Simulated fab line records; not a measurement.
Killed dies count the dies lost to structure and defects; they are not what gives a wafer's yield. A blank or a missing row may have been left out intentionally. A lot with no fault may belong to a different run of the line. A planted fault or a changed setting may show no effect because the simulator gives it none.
Chamber matching -- flow n5-finfet -- rie-diel-03 running N5_BEOL_M8_STRIP_19: 4 sister chambers
The step strips in O2. 16 wafers are shown with their chamber, then 8 later ones without.

WAFERS PAIRED WITH THEIR CHAMBERS
wafer,chamber,drypump-motor-current-A (A),showerhead-plenum-p-Torr (Torr),throttle-valve-pct (%)
L075.1,2,5.71,2.12,16.41
L075.2,3,5.89,2.05,16.44
L075.3,0,5.10,2.16,16.66
L077.1,1,5.22,2.05,16.74
L077.3,2,5.70,2.12,16.45
L077.6,3,5.93,2.05,16.43
L078.1,2,5.70,2.12,16.43
L078.5,1,5.25,2.05,16.75
L078.6,2,5.70,2.12,16.42
L079.3,1,5.21,2.04,16.77
L079.4,3,5.88,2.05,16.44
L079.5,2,5.70,2.12,16.41
L081.2,3,5.88,2.04,16.47
L081.3,1,5.21,2.04,16.78
L081.4,0,5.09,2.15,16.20
L085.2,1,5.23,2.04,16.78

SIGNATURES (means of the wafers above)
reading,chamber 0,chamber 1,chamber 2,chamber 3,scatter within a chamber
drypump-motor-current-A,5.0950,5.2240,5.7020,5.8950,0.0157
showerhead-plenum-p-Torr,2.1550,2.0440,2.1200,2.0475,0.00452
throttle-valve-pct,16.4300,16.7640,16.4240,16.4450,0.0954
Rule: for a wafer and a chamber, the distance is found by dividing, reading by reading, the gap between the wafer's reading and the chamber's mean by the reading's scatter, squaring, summing and taking the root. The wafer belongs to the nearest chamber; if the next one is less than 2 further off, it can't be placed. The scatter: take each reading less its chamber's mean, square it, sum over the shown wafers, divide by the number of wafers less the number of chambers, and take the root.

WAFERS MISSING THEIR CHAMBER
wafer,drypump-motor-current-A (A),showerhead-plenum-p-Torr (Torr),throttle-valve-pct (%)
L085.3,5.12,2.15,16.21
L085.6,5.92,2.04,16.47
L088.1,5.70,2.11,16.46
L088.4,5.10,2.15,16.23
L088.5,5.98,2.04,16.51
L095.1,5.10,2.14,16.24
L095.2,5.71,2.10,16.49
L095.4,5.94,2.03,16.51

THE CHAMBER EACH PASSED THROUGH
wafer,from the rows above,in truth
L085.3,0,0
L085.6,3,3
L088.1,2,2
L088.4,0,0
L088.5,3,3
L095.1,0,0
L095.2,2,2
L095.4,3,3
Correctly placed: 8 of 8. Not placeable from these rows: 0. 0 placed wrongly.
